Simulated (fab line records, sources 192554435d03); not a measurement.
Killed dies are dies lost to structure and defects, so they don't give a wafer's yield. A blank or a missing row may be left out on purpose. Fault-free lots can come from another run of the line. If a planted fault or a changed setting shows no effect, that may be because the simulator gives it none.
A lot that was struck, set against a sound lot | flow n5-finfet | 27 steps out of a route of 1938
Sound: the wafers L539.2, L539.4, L539.6. Struck: wafers L531.3, L531.4, L531.6. At the end, the cause is stated.
Order at every step that has rows: each side's tool, ch and its chambers, its first start. Under that, the readings that differ: sound wafers | struck wafers | difference of the means | sigmas: that difference in standard deviations of wafers without a fault.
alike: a reading whose means differ by less than 2 such deviations, as well as words and numbers matching on both sides. not compared: withheld readings; readings where some wafer has no value; bounds like >300 that might hide an equal value; numbers whose values overlap and for which the record gives no deviation.
The two part at a step that has a row with sigmas, a row that says differs or no value, or rows on one side only. Non-overlapping numbers with no deviation appear without sigmas and do not part them. A reading missing from all wafers of one side parts the sides only when that side holds two or more wafers.

first, 12 steps without rows for these wafers: N5_SD_EPI_P_ETCH_37 (etches SOC in N2/H2, overetch 108 nm, time 486 s); N5_SD_EPI_P_STRIP_38 (strips in N2/H2); N5_SD_EPI_P_ETCHBACK_46 (etches SiNx in CH3F/O2, stops on SiO2, target depth 17.5 nm); N5_SD_EPI_P_ETCH_47 (etches SiOCN in CH3F/O2, target depth 25 nm); N5_SD_EPI_P_ETCH_16 (etches SiO2 in CHF3/O2, target depth 5 nm); N5_SD_EPI_P_STRIP_50 (strips in CHF3/O2); N5_SD_EPI_P_SD_RECESS_17 (chemistry HBr/Cl2/O2, target depth 39.1 nm, bt time 3 s); N5_SD_EPI_P_WET_ETCH_45 (etches SiO2 in dHF, time 10.7 s, target depth 2 nm, rinse time 30 s); N5_SD_EPI_P_STRIP_40 (strips in N2/H2); N5_SD_EPI_P_PRECLEAN_52 (cleans in O3/DIW, time 60 s); N5_SD_EPI_P_SRD_20 (time 30 s); N5_SD_EPI_P_PRECLEAN_51 (cleans in NF3:NH3, afs cycles 1, time 20 s, sublimation time 60 s).
N5_SD_EPI_P_VAPOR_ETCH_44: etches SiGe30 in NF3/Ar, time 3.3 s.
  sound on epi-rpcvd-02 ch 0, day 8 20:48; struck on epi-rpcvd-04 ch 0, day 6 20:02
  alike: susceptor-temp-C
then, 7 steps without rows for these wafers: N5_SD_EPI_P_EPI_21 (deposits SiGe:B, time 355 s); N5_SD_EPI_P_HM_STRIP_48 (strips SiNx in H3PO4, material SiNx, target depth 3 nm); N5_SD_EPI_P_SRD_49 (time 30 s); N5_SD_EPI_P_PRECLEAN_24 (cleans in O3/DIW, time 45 s); N5_SD_EPI_P_PRECLEAN_32 (cleans in dHF, time 10 s); N5_SD_EPI_P_PRECLEAN_33 (cleans in SC2, time 45 s); N5_SD_EPI_P_SRD_25 (time 30 s).
N5_SD_EPI_P_INSPECT_26: inspects for defects (darkfield).
  sound on defect-inspect-02, day 8 23:19; struck on defect-inspect-02, day 6 23:18
  reading          | sound       | struck      | difference | sigmas
  raw-defect-count | 188 214 173 | 530 433 514 | +301       | +8
then, 2 steps without rows for these wafers: N5_SD_ACTIVATION_RTA_00 (time 0 s); N5_SD_ACTIVATION_LSA_01 (time 0.0008 s).
N5_SD_ACTIVATION_INSPECT_02: inspects for defects (darkfield).
  sound on defect-inspect-01, day 9 00:04; struck on defect-inspect-02, day 7 00:03
  reading          | sound       | struck      | difference | sigmas
  raw-defect-count | 200 231 188 | 517 443 500 | +280       | +7
then, 1 step without rows for these wafers: N5_ILD0_LINER_00 (material SiNx, target thk 4 nm, pulse time 1 s, purge time 2 s).
-- the record jumps here: 5 days lie between the struck wafers' starts before and after (it left off in module ILD0 and takes up again in module BEOL_M4, whose first step shown is number 1111 of the route) --
N5_BEOL_M4_RC_MEAS_101:
  sound on prober-02 ch 0, day 14 05:23; struck on prober-01 ch 0, day 11 17:09
  alike: DIBL_N, DIBL_P, IOFF_N, IOFF_P, ION_N, ION_P, SS_N, SS_P, VT_N, VT_P
-- the record jumps here: 4 days lie between the struck wafers' starts before and after (it left off in module BEOL_M4 and takes up again in module PASSIVATION, whose first step shown is number 1936 of the route) --
N5_PASSIVATION_PROBE_49:
  rows exist in the record for the struck wafers here (prober-01, day 15 20:45), but not for the sound ones

WHERE THEY PART
Last at N5_PASSIVATION_PROBE_49 as far as this record goes, first at N5_SD_EPI_P_INSPECT_26.

WHY: what the simulator had put in
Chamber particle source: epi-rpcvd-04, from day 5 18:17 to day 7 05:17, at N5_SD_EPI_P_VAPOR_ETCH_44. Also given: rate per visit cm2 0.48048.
